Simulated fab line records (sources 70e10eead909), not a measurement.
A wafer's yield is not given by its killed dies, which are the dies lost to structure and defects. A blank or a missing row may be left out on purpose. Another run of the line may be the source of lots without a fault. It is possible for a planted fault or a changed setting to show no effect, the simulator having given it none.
One fault seen from 2 desks + flow nandHarc + each desk has only its own numbers; what lay behind them comes last

== FOR THE TOOL OWNER'S DESK: rieDiel-03 ==
The tool's own readings at NHARC_P_CONTACT_ETCH_31 (etches the open film in CH3F/O2, target depth 30 nm, time 85.7 s): means of the sampled wafers that have a number, for each lot that ran on this tool. If a lot's mean is further than 4 standard deviations from the usual mean, the lot is out of limits and carries the mark OUT (the distance appears in the brackets).
Columns: A = drypumpMotorCurrentA at NHARC_P_CONTACT_ETCH_31, usual 5.6 A; B = oesProductAu at NHARC_P_CONTACT_ETCH_31, usual 0.983 a.u.; C = rfVppV at NHARC_P_CONTACT_ETCH_31, usual 244.8 V; D = showerheadPlenumPTorr at NHARC_P_CONTACT_ETCH_31, usual 2.50 Torr; E = throttleValvePct at NHARC_P_CONTACT_ETCH_31, usual 20.663 %
| lot  | first seen here | A   | B               | C     | D    | E      |
|------|-----------------|-----|-----------------|-------|------|--------|
| L167 | day 5 13:55     | 5.3 | 0.984           | 243.9 | 2.46 | 20.659 |
| L168 | day 6 06:29     | 5.1 | 0.994           | 242.8 | 2.40 | 20.669 |
| L178 | day 8 21:33     | 6.0 | 0.990           | 244.8 | 2.52 | 20.659 |
| L179 | day 8 22:30     | 5.4 | 0.874 (-11) OUT | 243.8 | 2.46 | 20.658 |
| L181 | day 9 07:13     | 5.6 | 0.874 (-11) OUT | 244.2 | 2.46 | 20.662 |
This desk's finding: out of limits on L179, L181; first on L179, day 8 22:30 (oesProductAu at NHARC_P_CONTACT_ETCH_31). Within limits: L167, L168, L178.

== THE DEFECT DESK ==
For each lot, the counts of the inspections along the route, averaged over the sampled wafers that have a number. If a lot's mean is further than 4 standard deviations from the usual mean, the lot is out of limits and carries the mark OUT (the distance appears in the brackets).
Columns: A = rawDefectCount at NHARC_P_CONTACT_INSPECT_14, usual 4.1
| lot  | first seen here | A   |
|------|-----------------|-----|
| L167 | day 5 12:45     | 3.3 |
| L169 | day 6 04:50     | 3.0 |
| L168 | day 6 05:41     | 3.0 |
| L171 | day 6 14:14     | 1.7 |
| L173 | day 6 21:08     | 4.0 |
| L176 | day 7 18:33     | 2.0 |
| L175 | day 7 19:41     | 5.3 |
| L178 | day 8 20:43     | 3.3 |
| L179 | day 8 21:41     | 9.0 |
| L182 | day 9 05:49     | 3.0 |
| L181 | day 9 06:25     | 2.7 |
| L184 | day 9 14:36     | 3.7 |
| L189 | day 10 21:16    | 2.3 |
This desk's finding: nothing out of limits on any of the 13 lots.

== TAKEN TOGETHER ==
On L179, L181, at day 8 22:30, an alarm was possible from the tool owner's desk.
The defect desk saw nothing out of limits.
The defect desk has L179, L181 on record, within its limits.
All the named lots went through NHARC_P_CONTACT_ETCH_31 on rieDiel-03.

== WHAT THE SIMULATOR HAD PUT IN ==
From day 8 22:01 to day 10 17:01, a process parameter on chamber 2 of rieDiel-03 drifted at NHARC_P_CONTACT_ETCH_31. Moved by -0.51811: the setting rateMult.
Shown lots that were struck: L179, L181.
Time in hours from fault onset to the first out-of-limits reading at each desk: the tool owner's desk, 0.
